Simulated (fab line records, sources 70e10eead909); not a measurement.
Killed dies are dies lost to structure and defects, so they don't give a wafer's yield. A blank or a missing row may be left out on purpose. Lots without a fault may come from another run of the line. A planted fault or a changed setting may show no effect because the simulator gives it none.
Chamber matching | flow nand_harc | NHARC_A_WL_FILL_ALD_10 on ald_hk-02: 4 sister chambers
The step deposits SiO2, target thk 50 nm, pulse time 10 s, ald cycles 500. 4 wafers are shown with their chamber, then 10 later ones without.

WAFERS WITH THEIR CHAMBER
wafer  | chamber | heater_power_w (W)
L085.5 | 0       | 602
L086.5 | 1       | 395
L089.4 | 3       | 474
L089.1 | 2       | 481

WAFERS WITHOUT THEIR CHAMBER
wafer  | heater_power_w (W)
L089.5 | 593
L093.3 | 590
L093.1 | 394
L093.2 | 481
L093.4 | 472
L093.5 | 390
L093.6 | 593
L096.3 | 459
L096.4 | 563
L096.5 | 445

WHICH CHAMBER EACH WENT THROUGH
wafer  | from the rows above          | in truth
L089.5 | 0                            | 0
L093.3 | 0                            | 0
L093.1 | 1                            | 1
L093.2 | can't be placed: 2 or 3      | 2
L093.4 | can't be placed: 3 or 2      | 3
L093.5 | 1                            | 1
L093.6 | 0                            | 0
L096.3 | can't be placed: 3 or 2      | 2
L096.4 | 0                            | 0
L096.5 | can't be placed: 3 or 2 or 1 | 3
Placed correctly: 6 of 10. Can't be placed from these rows: 4 (the true chamber is among the candidates in 4). Placed wrongly: 0.
How it was worked out, from the rows above alone: a wafer's distance from a chamber is the root of the sum, over the readings, of the square of ((its reading less the chamber's mean) divided by the reading's scatter). The wafer belongs to the nearest chamber; if the next one is less than 2 further off, it can't be placed. A chamber's mean is the mean of its shown wafers. The scatter: with one shown wafer a chamber, the root of the mean of the squares of how far each hidden wafer lies from its nearest shown one.
